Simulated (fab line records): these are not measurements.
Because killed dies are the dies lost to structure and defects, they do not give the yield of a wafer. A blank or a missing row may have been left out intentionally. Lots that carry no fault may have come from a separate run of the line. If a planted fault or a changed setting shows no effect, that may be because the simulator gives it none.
fab line records -- flow n5_finfet
[record] lots = 5, wafers = 12, last_day = 19
route steps=1938 shown BEOL_M4@1099 BEOL_M5@1112 BEOL_M7@1263 PASSIVATION@1936
lots untouched by any fault: they come from a run of this same line in which no faults occurred
start_h: start of the lot's first displayed wafer, in hours after the record's first day -- wait_h: hours from the lot's prior step to this one -- " repeats the value in the row above -- L1.1+2: a single row standing in for several wafers -- - no value, or no start was given -- * or withheld: withheld -- < > ~ a bound
route shown NAME@n: a module of which the file shows steps, and the number in the route of the first -- usual: mean/standard deviation taken from wafers without a fault -- same: alike in all rows -- chamber/n: place in a boat -- sites: readings site by site -- _std_site: the values' standard deviation -- _edge_site: outer sites' mean less inner sites' -- radius_mm: how far each site lies from the wafer's centre -- mask NAME#n: copy n -- behind: tool/chamber where the wafer was last shaped -- hold: what put the lot on hold/how long, in hours/how the hold closed -- device: names the non-switching transistor (n, p or np) -- end of line: the tests these same wafers got at the end of their route -- step lacking rows: just its recipe -- killed: the dies lost at the first sort to structure and to defects; this is not the yield of the wafer -- map: the dies of a wafer, with x for killed, . for not killed, _ for no die there
set.NAME: setting as actually run; set.NAME@STEP: the setting as run at that earlier step -- model.NAME: the simulator's own value behind a step, which no gauge read
lots at some steps of the route; a table a step, a row a wafer
services: from which hour (start_h, from the record's first day; less than 0 if before it) a tool's chamber was out of use, for how many hours, and why
[[steps]]
[step N5_BEOL_M4_ANNEAL_95]
[recipe] temp_c = 400, time_s = 240, ambient = vacuum
[step N5_BEOL_M4_SPUTTER_96]
[recipe] material = Cu, target_thk_a = 45, temp_c = -20, chamber_pressure_pa = 0.07, power_w = withheld, time_s = 8.29
[step N5_BEOL_M4_ECD_50]
[recipe] material = Cu, target_thk_a = 3000
[step N5_BEOL_M4_ANNEAL_51]
[recipe] temp_c = 225, time_s = 90, ambient = N2
[step N5_BEOL_M4_CMP_52]
[recipe] stop_on = SiOC, t_overpolish_s = 6.8, down_force_psi = 1, platen_rpm = 50, clearing_platen_down_force_psi = 1.5, clearing_platen_rpm = 50, post_cmp_clean = cu_alkaline, target_thk_nm = 40, clearing_platen_pad_velocity_m_s = 0.99484, pad_velocity_m_s = 0.99484
[step N5_BEOL_M4_PRE_CLEAN_60]
[recipe] gas = NH3/H2, time_s = 15, temp_c = *, rf_power_w = 300
[step N5_BEOL_M4_CO_CAP_55]
[recipe] material = Co, target_thk_a = 20, temp_c = 200, precursor = CCTBA/H2, pressure_torr = 30, time_s = 102.1
[step N5_BEOL_M4_PRE_CLEAN_56]
[recipe] gas = NH3, time_s = 15, temp_c = withheld, rf_power_w = 300
[step N5_BEOL_M4_DEP_57]
[recipe] material = SiCN, target_thk_a = 80, temp_c = withheld, precursor = 3MS/NH3, pressure_torr = 3, rf_w = 202, time_s = 14
[step N5_BEOL_M4_RC_MEAS_101]
[usual] DIBL_N = 37.2/2.1, DIBL_P = 37.3/2.3, IOFF_N = 0.18/0.041, IOFF_P = 0.24/0.042, ION_N = 680/13, ION_P = 466/7.7, SS_N = 71.8/0.68, SS_P = 73.5/0.66, VT_N = 249/3.6, VT_P = -248/3.4
lot.wafer,tool,chamber,start_h,wait_h,DIBL_N[mV/V],DIBL_P[mV/V],IOFF_N[nA/um],IOFF_P[nA/um],ION_N[uA/um],ION_P[uA/um],SS_N[mV/dec],SS_P[mV/dec],VT_N[mV],VT_P[mV]
L750.1,prober-02,0,175.95,0.0,40.5,41.3,0.23,0.31,683,466,72.5,74.0,246,-246
L750.4,prober-02,0,175.95,0.0,37.9,37.6,0.18,0.23,689,467,71.7,73.4,251,-248
L750.5,prober-02,0,175.95,0.0,39.8,39.2,0.22,0.26,676,460,71.9,73.7,245,-248
L762.1,prober-01,0,261.95,0.2,41.1,41.6,0.26,0.31,694,466,72.6,74.0,240,-247
L762.2,prober-01,0,261.95,0.2,41.0,41.4,0.24,0.31,696,473,72.6,75.2,244,-246
L762.5,prober-01,0,261.95,0.2,39.7,39.4,0.22,0.27,696,471,72.9,74.5,244,-249
L764.2,prober-01,0,269.08,0.2,40.9,40.6,0.24,0.29,691,467,72.1,74.9,246,-245
L764.5,prober-01,0,269.08,0.2,39.7,39.7,0.21,0.26,678,462,72.4,73.8,249,-246
L766.2,prober-02,0,271.09,0.2,36.5,37.6,0.17,0.24,688,483,71.8,73.5,248,-247
L766.5,prober-02,0,271.09,0.2,40.1,42.2,0.26,0.34,710,488,73.0,75.3,243,-243
L773.5,prober-02,0,336.51,0.6,39.7,40.4,0.25,0.33,698,472,72.4,74.7,246,-243
L773.6,prober-02,0,336.51,0.6,39.6,39.7,0.24,0.31,690,468,72.3,74.9,247,-244
[step N5_BEOL_M5_ILD_DEP_00]
[recipe] material = SiCOH_lowk, target_thk_a = 1406.4, temp_c = 300, precursor = DEMS/porogen, pressure_torr = 5, rf_w = 500, time_s = 25.9
[step N5_BEOL_M5_CURE_79]
[recipe] temp_c = 385, time_s = 240, ambient = He/Ar, material = SiCOH_lowk
[step N5_BEOL_M5_PECVD_70]
[recipe] material = SiO2, target_thk_a = 160, temp_c = 400, precursor = TEOS/O2, pressure_torr = 5.5, rf_w = 450, teos_flow_sccm = 53.8, gas = O2, flow_sccm = 3000, time_s = 18
[step N5_BEOL_M5_HM_DEP_02]
[recipe] material = TiN, target_thk_a = 200, temp_c = 25, chamber_pressure_pa = 0.49996
[step N5_BEOL_M5_COAT_59]
[recipe] resist = SOC, temp_c = 250, time_s = 60, spin_rpm = 1500, resist_thk_nm = 60
[step N5_BEOL_M5_COAT_60]
[recipe] resist = SiARC, temp_c = 220, time_s = 60, spin_rpm = 1500, resist_thk_nm = 12
[step N5_BEOL_M5_COAT_71]
[recipe] resist = underlayer, temp_c = 205, time_s = 60, spin_rpm = 1500, resist_thk_nm = 5
[step N5_BEOL_M5_COAT_05]
[recipe] resist = CAR-EUV, spin_rpm = 1500, resist_thk_nm = 30
[step N5_BEOL_M5_EBR_07]
[recipe] solvent = PGMEA, ebr_width_mm = 1.5
[step N5_BEOL_M5_SOFTBAKE_06]
[recipe] temp_c = 110, time_s = 60, resist = CAR-EUV
[step N5_BEOL_M5_EXPOSE_08]
[recipe] mask_id = M5, na = 0.33, source_shape = annular, sigma_inner = 0.4, sigma_outer = 0.8, polarization = unpolarized, target_cd_nm = 28, dose_mj = 35.75
[step N5_BEOL_M5_PEB_09]
[recipe] peb_temp_c = 100, peb_time_s = 60, resist = CAR-EUV
[step N5_BEOL_M5_DEVELOP_10]
[recipe] develop_time_s = 30, developer = TMAH, resist = CAR-EUV, rinse_liquid = surfactant_rinse, dry = air_spin, dev_temp_c = 23
[step N5_BEOL_M5_DESCUM_16]
[recipe] chemistry = O2, time_s = 7, source_power_w = 50, bias_power_w = 20, pressure_mtorr = 20, rf_frequency_hz = 2.712e+07, temp_c = 40, resist = CAR-EUV, o2_flow_sccm = 225
[step N5_BEOL_M5_ETCH_72]
[recipe] chemistry = N2/H2, target = underlayer, target_depth_a = 65, mask_material = CAR-EUV, time_s = 5.2, ion_energy_ev = 200, pressure_mtorr = 30, source_w = 840, bias_w = 150, n2_flow_sccm = 200, h2_flow_sccm = 200, ends = cleared
[step N5_BEOL_M5_ETCH_61]
[recipe] chemistry = CF4, target = SiARC, target_depth_a = 156, mask_material = CAR-EUV, time_s = 26, ion_energy_ev = 80, pressure_mtorr = 40, source_w = 545, bias_w = 36, Ar_flow_sccm = 100, cf4_flow_sccm = 100, ends = cleared
[step N5_BEOL_M5_ETCH_62]
[recipe] chemistry = N2/H2, target = SOC, target_depth_a = 750, overetch_a = 150, mask_material = SiARC, temp_c = 40, time_s = 112.5, ion_energy_ev = 200, pressure_mtorr = 30, source_w = 840, bias_w = 150, n2_flow_sccm = 200, h2_flow_sccm = 200
[step N5_BEOL_M5_STRIP_63]
[recipe] chemistry = N2/H2, temp_c = 40, n2_flow_sccm = 200, h2_flow_sccm = 200, rf_frequency_hz = 6e+07
[step N5_BEOL_M5_STRIP_73]
[recipe] chemistry = N2/H2, temp_c = 40, n2_flow_sccm = 200, h2_flow_sccm = 200, rf_frequency_hz = 6e+07
[step N5_BEOL_M5_STRIP_64]
[recipe] chemistry = CF4, resist = SiARC, power_w = 300, bias_power_w = 75, pressure_mtorr = 50, cf4_flow_sccm = 150, rf_frequency_hz = 6e+07
[step N5_BEOL_M5_HM_OPEN_17]
[recipe] chemistry = Cl2/BCl3, target_depth_a = 200, overetch_a = 60, target = TiN, mask_material = SOC, ion_energy_ev = 150, pressure_mtorr = 10, icp_w = 1000, bias_w = 126, Cl2_flow_sccm = 53.25, bcl3_flow_sccm = 21.75, Ar_flow_sccm = 25
[step N5_BEOL_M5_STRIP_19]
[recipe] chemistry = O2, power_w = 400, temp_c = 40, pressure_mtorr = 30, rf_frequency_hz = 6e+07, bias_power_w = 0, overash_fraction = 0.2, o2_flow_sccm = 225
[step N5_BEOL_M5_COAT_65]
[recipe] resist = SOC, temp_c = 250, time_s = 60, spin_rpm = 1500, resist_thk_nm = 60
[step N5_BEOL_M5_COAT_66]
[recipe] resist = SiARC, temp_c = 220, time_s = 60, spin_rpm = 1500, resist_thk_nm = 12
[step N5_BEOL_M7_ILD_DEP_00]
[recipe] material = SiCOH_lowk, target_thk_a = 1797.5, temp_c = 300, precursor = DEMS/porogen, pressure_torr = 5, rf_w = 500, time_s = 33.4
[usual] heater_power_w = 323/60, showerhead_plenum_p_Torr = 5.742/0.017, susceptor_temp_C = 300.04/0.18, throttle_valve_pct = 14.1/0.68
lot.wafer,tool,chamber,start_h,wait_h,heater_power_w,showerhead_plenum_p_Torr,susceptor_temp_C,throttle_valve_pct,model.SiCOH_lowk_of_BEOL_M7_ILD_DEP_00.thk_nm
L750.1,pecvd-02,2,197.75,0.0,283,5.740,300.00,13.1,176.4
L750.4,pecvd-02,1,197.75,0.0,381,5.737,300.09,13.7,178.6
L750.5,pecvd-02,0,197.75,0.0,251,5.764,299.90,14.6,180
L762.1,pecvd-02,1,289.41,0.0,392,5.743,299.95,14.0,179.4
L762.2,pecvd-02,0,289.41,0.0,285,5.755,300.06,14.7,278.6
L762.5,pecvd-02,0,289.41,0.0,219,5.747,299.93,14.6,279.2
L764.2,pecvd-02,1,296.21,0.0,369,5.745,300.13,14.1,276.4
L764.5,pecvd-02,1,296.21,0.0,373,5.737,300.15,13.8,281.4
L766.2,pecvd-02,1,303.76,0.0,382,5.749,299.97,14.2,277.4
L766.5,pecvd-02,2,303.76,0.0,287,5.734,300.13,13.3,281
L773.5,pecvd-01,1,357.94,0.1,384,5.751,299.82,13.9,185.8
L773.6,pecvd-01,0,357.94,0.1,363,5.709,300.29,14.4,182.2
[step N5_BEOL_M7_THK_MEAS_01]
[recipe] reads = SiCOH_lowk_of_BEOL_M7_ILD_DEP_00
[usual] M7_ILD_THK = 155.1/2.2
lot.wafer,tool,chamber,start_h,wait_h,M7_ILD_THK[nm]
L750.1,film_metro-01,-,198.32,0.4,152.1
L750.4,film_metro-01,-,198.32,0.4,154.1
L750.5,film_metro-01,-,198.32,0.4,155.2
L762.1,film_metro-01,-,291.85,1.6,154.7
L762.2,film_metro-01,-,291.85,1.6,242.1
L762.5,film_metro-01,-,291.85,1.6,242.1
L764.2,film_metro-01,-,296.79,0.4,239.6
L764.5,film_metro-01,-,296.79,0.4,243.9
L766.2,film_metro-02,-,304.35,0.4,240.6
L766.5,film_metro-02,-,304.35,0.4,243.9
L773.5,film_metro-02,-,358.50,0.1,160.3
L773.6,film_metro-02,-,358.50,0.1,157.1
[step N5_BEOL_M7_CMP_52]
[recipe] stop_on = SiCOH_lowk, t_overpolish_s = 6.9, down_force_psi = 1, platen_rpm = 50, clearing_platen_down_force_psi = 1.5, clearing_platen_rpm = 50, post_cmp_clean = cu_alkaline, target_thk_nm = 80, clearing_platen_pad_velocity_m_s = 0.99484, pad_velocity_m_s = 0.99484
[usual] motor_current_A = 6.1/0.53
lot.wafer,tool,chamber,start_h,wait_h,motor_current_A,model.SiCOH_lowk_of_BEOL_M7_ILD_DEP_00.thk_nm
L750.4,cmp-04,3,206.19,0.3,6.6,151
L750.1,cmp-04,1,206.19,0.3,6.6,149
L750.5,cmp-04,3,206.19,0.3,6.5,152.2
L762.2,cmp-02,1,300.66,0.2,5.5,238.6
L762.1,cmp-02,3,300.66,0.2,5.7,151.6
L762.5,cmp-02,0,300.66,0.2,6.2,239.2
L764.2,cmp-04,2,302.73,0.2,7.3,236.6
L764.5,cmp-04,2,302.73,0.2,7.2,241
L766.2,cmp-04,3,309.86,0.2,6.3,237.6
L766.5,cmp-04,0,309.86,0.2,5.8,240.8
L773.5,cmp-03,1,365.18,0.2,6.9,157.4
L773.6,cmp-03,2,365.18,0.2,5.6,154.2
[step N5_PASSIVATION_PROBE_49]
[usual] defect_limited_yield = 91.0/1.6, killed_at_M0_to_M3 = 35/11, killed_at_M4_up = 14/5.3, killed_at_contacts = 13/6.7, killed_at_front_end = 41/12, killed_at_other = 3.9/2.7, killed_dies = 106/19, killed_on_rim = 14/4, killed_open = 70/14, killed_short = 35/8.8, sort_bin_4_leakage = 0.01/0.058, sort_bin_5_function = 5.3/1, sort_bin_6_memory = 3.3/0.81, sort_n_pass = 1073/19, sort_yield_pct = 91.0/1.6
[same] gross_dies = 1180, killed_at_back_side = 0, sort_bin_8_speed[%] = 0
lot.wafer,tool,chamber,start_h,wait_h,defect_limited_yield[%],killed_at_M0_to_M3,killed_at_M4_up,killed_at_contacts,killed_at_front_end,killed_at_other,killed_dies,killed_on_rim,killed_open,killed_short,sort_bin_4_leakage[%],sort_bin_5_function[%],sort_bin_6_memory[%],sort_n_pass,sort_yield_pct[%]
L750.1,prober-02,-,294.80,0.0,90.5,34,21,24,30,3,112,14,73,32,0,5.8,3.2,1068,90.5
L750.4,prober-02,-,294.95,0.2,92.0,29,20,18,24,3,94,8,73,18,0,4.6,3.1,1086,92.0
L750.5,prober-02,-,295.00,0.2,93.0,19,16,12,34,2,83,10,54,25,0,4.1,2.5,1097,93.0
L764.2,prober-02,-,370.69,0.1,0,32,1092,11,40,5,1180,152,64,36,0,96.2,3.4,0,0
L764.5,prober-02,-,370.84,0.2,0,20,1104,10,45,1,1180,152,55,33,0,96.9,2.9,0,0
L762.1,prober-01,-,373.52,0.0,89.2,42,12,1,61,11,127,15,79,48,0.08,6.4,4.2,1052,89.2
L762.2,prober-01,-,373.57,0.1,0,29,1112,4,31,4,1180,152,56,25,0,97.1,2.5,0,0
L762.5,prober-01,-,373.72,0.2,0,17,1119,5,35,4,1180,152,46,28,0,97.5,2.3,0,0
L766.2,prober-01,-,387.73,0.1,0,31,1108,13,23,5,1180,152,57,23,0,97.2,2.7,0,0
L766.5,prober-01,-,387.88,0.2,0,21,1112,8,34,5,1180,152,59,23,0,96.8,2.6,0,0
L773.5,prober-01,-,450.51,0.5,92.7,36,7,14,29,0,86,9,59,27,0,4.4,2.9,1094,92.7
L773.6,prober-01,-,450.56,0.6,91.4,22,9,10,59,2,102,18,64,38,0,5.3,3.0,1078,91.4
// killed by level:class
L750.1 MOL_CONTACT_COAG:geometric_particle:open=18 BEOL_M4:geometric_particle:open=11 BEOL_M2:geometric_particle:open=10 BEOL_M1:geometric_particle:open=9 FIN_SAQP:geometric_particle:open=7 BEOL_M2:geometric_particle:short=6 MOL_CONTACT_COAG:geometric_particle:short=6 GATE_CUT:geometric_particle:short=4
L750.4 MOL_CONTACT_COAG:geometric_particle:open=15 BEOL_M2:geometric_particle:open=13 BEOL_M4:geometric_particle:open=9 FIN_SAQP:geometric_particle:open=6 BEOL_M1:geometric_particle:open=6 BEOL_M3:geometric_particle:open=5 FIN_SAQP:geometric_particle:short=3 MOL_CONTACT_COAG:geometric_particle:short=3
L750.5 MOL_CONTACT_COAG:geometric_particle:open=10 FIN_SAQP:geometric_particle:open=7 STI_FIN_REVEAL:geometric_particle:open=7 BEOL_M4:geometric_particle:open=5 FIN_SAQP:geometric_particle:short=4 ILD0:geometric_particle:short=4 BEOL_M2:geometric_particle:open=4 BEOL_M0_SAQP:geometric_particle:open=3
L764.2 BEOL_M7:area_etch=1080 BEOL_M3:geometric_particle:open=14 FIN_SAQP:geometric_particle:short=13 MOL_CONTACT_COAG:geometric_particle:open=11 STI_FIN_REVEAL:geometric_particle:open=6 BEOL_M0_SAQP:geometric_particle:short=6 BEOL_M1:geometric_particle:open=6 FIN_SAQP:geometric_particle:open=5
L764.5 BEOL_M7:area_etch=1092 STI_FIN_REVEAL:geometric_particle:open=14 MOL_CONTACT_COAG:geometric_particle:open=9 FIN_SAQP:geometric_particle:short=7 STI_FIN_REVEAL:geometric_particle:short=7 BEOL_M8:geometric_particle:open=6 GATE_CUT:geometric_particle:short=5 BEOL_M1:geometric_particle:open=5
L762.1 STI_FIN_REVEAL:geometric_particle:open=18 FIN_SAQP:geometric_particle:open=12 BEOL_M0_SAQP:geometric_particle:short=10 FIN_SAQP:geometric_particle:short=9 BEOL_M1:geometric_particle:open=9 STI_FIN_REVEAL:geometric_particle:short=8 BEOL_M0_SAQP:geometric_particle:open=7 BEOL_M1:geometric_particle:short=5
L762.2 BEOL_M7:area_etch=1099 BEOL_M3:geometric_particle:open=9 BEOL_M1:geometric_particle:open=7 FIN_SAQP:geometric_particle:open=5 BEOL_M0_SAQP:geometric_particle:open=5 STI_FIN_REVEAL:geometric_particle:open=4 DUMMY_GATE:geometric_particle:open=4 BEOL_M4:geometric_particle:open=4
L762.5 BEOL_M7:area_etch=1106 FIN_SAQP:geometric_particle:short=8 STI_FIN_REVEAL:geometric_particle:open=7 BEOL_M2:geometric_particle:open=7 BEOL_M4:geometric_particle:open=5 MOL_CONTACT_COAG:geometric_particle:open=4 FIN_SAQP:geometric_particle:open=3 DUMMY_GATE:geometric_particle:open=3
L766.2 BEOL_M7:area_etch=1099 MOL_CONTACT_COAG:geometric_particle:open=12 BEOL_M0_SAQP:geometric_particle:short=9 STI_FIN_REVEAL:geometric_particle:open=7 BEOL_M3:geometric_particle:open=6 BEOL_M0_SAQP:geometric_particle:open=5 GATE_CUT:geometric_particle:open=4 BEOL_M1:geometric_particle:open=4
L766.5 BEOL_M7:area_etch=1096 STI_FIN_REVEAL:geometric_particle:open=13 MOL_CONTACT_COAG:geometric_particle:open=8 BEOL_M0_SAQP:geometric_particle:open=8 FIN_SAQP:geometric_particle:open=7 FIN_SAQP:geometric_particle:short=5 BEOL_M2:geometric_particle:open=4 BEOL_M4:geometric_particle:open=4
L773.5 MOL_CONTACT_COAG:geometric_particle:open=13 BEOL_M1:geometric_particle:open=12 BEOL_M0_SAQP:geometric_particle:open=9 FIN_SAQP:geometric_particle:short=7 FIN_SAQP:geometric_particle:open=4 STI_FIN_REVEAL:geometric_particle:open=4 BEOL_M3:geometric_particle:open=4 BEOL_M3:geometric_particle:short=4
L773.6 FIN_SAQP:geometric_particle:open=17 MOL_CONTACT_COAG:geometric_particle:open=8 DUMMY_GATE:geometric_particle:open=7 GATE_CUT:geometric_particle:short=7 STI_FIN_REVEAL:geometric_particle:open=5 DUMMY_GATE:geometric_particle:short=4 BEOL_M0_SAQP:geometric_particle:short=4 STARTING-WAFER:geometric_particle:open=4
// map L762.2 (x killed, . not)
_________________xxxxxxxxxxxx________________
______________xxxxxxxxxxxxxxxxxx_____________
___________xxxxxxxxxxxxxxxxxxxxxxxx__________
__________xxxxxxxxxxxxxxxxxxxxxxxxxx_________
________xxxxxxxxxxxxxxxxxxxxxxxxxxxxxx_______
_______xxxxxxxxxxxxxxxxxxxxxxxxxxxxxxxx______
______xxxxxxxxxxxxxxxxxxxxxxxxxxxxxxxxxx_____
_____xxxxxxxxxxxxxxxxxxxxxxxxxxxxxxxxxxxx____
____xxxxxxxxxxxxxxxxxxxxxxxxxxxxxxxxxxxxxx___
___xxxxxxxxxxxxxxxxxxxxxxxxxxxxxxxxxxxxxxxx__
___xxxxxxxxxxxxxxxxxxxxxxxxxxxxxxxxxxxxxxxx__
__xxxxxxxxxxxxxxxxxxxxxxxxxxxxxxxxxxxxxxxxxx_
__xxxxxxxxxxxxxxxxxxxxxxxxxxxxxxxxxxxxxxxxxx_
_xxxxxxxxxxxxxxxxxxxxxxxxxxxxxxxxxxxxxxxxxxxx
_xxxxxxxxxxxxxxxxxxxxxxxxxxxxxxxxxxxxxxxxxxxx
_xxxxxxxxxxxxxxxxxxxxxxxxxxxxxxxxxxxxxxxxxxxx
_xxxxxxxxxxxxxxxxxxxxxxxxxxxxxxxxxxxxxxxxxxxx
_xxxxxxxxxxxxxxxxxxxxxxxxxxxxxxxxxxxxxxxxxxxx
_xxxxxxxxxxxxxxxxxxxxxxxxxxxxxxxxxxxxxxxxxxxx
_xxxxxxxxxxxxxxxxxxxxxxxxxxxxxxxxxxxxxxxxxxxx
_xxxxxxxxxxxxxxxxxxxxxxxxxxxxxxxxxxxxxxxxxxxx
__xxxxxxxxxxxxxxxxxxxxxxxxxxxxxxxxxxxxxxxxxx_
__xxxxxxxxxxxxxxxxxxxxxxxxxxxxxxxxxxxxxxxxxx_
___xxxxxxxxxxxxxxxxxxxxxxxxxxxxxxxxxxxxxxxx__
___xxxxxxxxxxxxxxxxxxxxxxxxxxxxxxxxxxxxxxxx__
____xxxxxxxxxxxxxxxxxxxxxxxxxxxxxxxxxxxxxx___
_____xxxxxxxxxxxxxxxxxxxxxxxxxxxxxxxxxxxx____
______xxxxxxxxxxxxxxxxxxxxxxxxxxxxxxxxxx_____
_______xxxxxxxxxxxxxxxxxxxxxxxxxxxxxxxx______
________xxxxxxxxxxxxxxxxxxxxxxxxxxxxxx_______
__________xxxxxxxxxxxxxxxxxxxxxxxxxx_________
___________xxxxxxxxxxxxxxxxxxxxxxxx__________
______________xxxxxxxxxxxxxxxxxx_____________
_________________xxxxxxxxxxxx________________
// map L764.2 (x killed, . not)
_________________xxxxxxxxxxxx________________
______________xxxxxxxxxxxxxxxxxx_____________
___________xxxxxxxxxxxxxxxxxxxxxxxx__________
__________xxxxxxxxxxxxxxxxxxxxxxxxxx_________
________xxxxxxxxxxxxxxxxxxxxxxxxxxxxxx_______
_______xxxxxxxxxxxxxxxxxxxxxxxxxxxxxxxx______
______xxxxxxxxxxxxxxxxxxxxxxxxxxxxxxxxxx_____
_____xxxxxxxxxxxxxxxxxxxxxxxxxxxxxxxxxxxx____
____xxxxxxxxxxxxxxxxxxxxxxxxxxxxxxxxxxxxxx___
___xxxxxxxxxxxxxxxxxxxxxxxxxxxxxxxxxxxxxxxx__
___xxxxxxxxxxxxxxxxxxxxxxxxxxxxxxxxxxxxxxxx__
__xxxxxxxxxxxxxxxxxxxxxxxxxxxxxxxxxxxxxxxxxx_
__xxxxxxxxxxxxxxxxxxxxxxxxxxxxxxxxxxxxxxxxxx_
_xxxxxxxxxxxxxxxxxxxxxxxxxxxxxxxxxxxxxxxxxxxx
_xxxxxxxxxxxxxxxxxxxxxxxxxxxxxxxxxxxxxxxxxxxx
_xxxxxxxxxxxxxxxxxxxxxxxxxxxxxxxxxxxxxxxxxxxx
_xxxxxxxxxxxxxxxxxxxxxxxxxxxxxxxxxxxxxxxxxxxx
_xxxxxxxxxxxxxxxxxxxxxxxxxxxxxxxxxxxxxxxxxxxx
_xxxxxxxxxxxxxxxxxxxxxxxxxxxxxxxxxxxxxxxxxxxx
_xxxxxxxxxxxxxxxxxxxxxxxxxxxxxxxxxxxxxxxxxxxx
_xxxxxxxxxxxxxxxxxxxxxxxxxxxxxxxxxxxxxxxxxxxx
__xxxxxxxxxxxxxxxxxxxxxxxxxxxxxxxxxxxxxxxxxx_
__xxxxxxxxxxxxxxxxxxxxxxxxxxxxxxxxxxxxxxxxxx_
___xxxxxxxxxxxxxxxxxxxxxxxxxxxxxxxxxxxxxxxx__
___xxxxxxxxxxxxxxxxxxxxxxxxxxxxxxxxxxxxxxxx__
____xxxxxxxxxxxxxxxxxxxxxxxxxxxxxxxxxxxxxx___
_____xxxxxxxxxxxxxxxxxxxxxxxxxxxxxxxxxxxx____
______xxxxxxxxxxxxxxxxxxxxxxxxxxxxxxxxxx_____
_______xxxxxxxxxxxxxxxxxxxxxxxxxxxxxxxx______
________xxxxxxxxxxxxxxxxxxxxxxxxxxxxxx_______
__________xxxxxxxxxxxxxxxxxxxxxxxxxx_________
___________xxxxxxxxxxxxxxxxxxxxxxxx__________
______________xxxxxxxxxxxxxxxxxx_____________
_________________xxxxxxxxxxxx________________
[[services]]
tool,chamber,start_h,hours,kind
cmp-02,-,185.74,1.9,repair
cmp-03,-,201.22,11.4,pm
pecvd-01,1,223.94,2.1,scheduled_down
cmp-03,-,224.16,0.9,repair
pecvd-01,1,231.76,22.7,repair
cmp-02,-,240.69,4.6,pm
pecvd-02,-,264.28,5.5,pm
cmp-02,-,270.72,4.0,pm
cmp-04,-,296.61,0.9,repair
cmp-02,-,303.82,0.9,repair
cmp-03,-,324.96,4.0,pm
cmp-02,-,327.71,16.8,pm
cmp-03,-,328.96,-,consumable_replace:conditioner
cmp-03,-,328.96,-,consumable_replace:pad
cmp-04,-,329.53,6.7,pm
cmp-04,-,341.12,1.1,repair
[[key]]
[first_sign] step = N5_BEOL_M7_THK_MEAS_01, reading = M7_ILD_THK, direction = up, sigmas = 39, usual = 155.1, struck = 242.0
[effect] step = N5_PASSIVATION_PROBE_49, reading = killed_at_M4_up, direction = up, sigmas = 99+, usual = 14, struck = 1108
[model_effect] step = N5_BEOL_M7_ILD_DEP_00, value = SiCOH_lowk_of_BEOL_M7_ILD_DEP_00.thk_nm, without = 180, struck = 279
[model_effect] step = N5_BEOL_M7_CMP_52, value = SiCOH_lowk_of_BEOL_M7_ILD_DEP_00.thk_nm, without = 152.2, struck = 239
[more_kills_born_at] N5_BEOL_M7_ETCH_41@rie_diel-01 = 4400, N5_BEOL_M7_ETCH_41@rie_diel-03 = 2172
met_at N5_BEOL_M7_ILD_DEP_00
struck_wafers L762.2,L762.5,L764.2,L764.5,L766.2,L766.5
later_rows_left_out L762.2,L762.5,L764.2,L764.5,L766.2,L766.5
onset_between 197.75 289.41
[fault] kind = process_parameter_drift, tool = pecvd-02, chamber = -, onset_h = 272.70, steps = N5_BEOL_M7_ILD_DEP_00, channel = time_s, offset = *, shape = step, end_h = 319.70, scope = struck_wafers_only, acts_in = *, stated = *
// later_rows_left_out: the simulator's readings of these wafers behind a module that went badly wrong aren't trusted and aren't shown, but for the sort
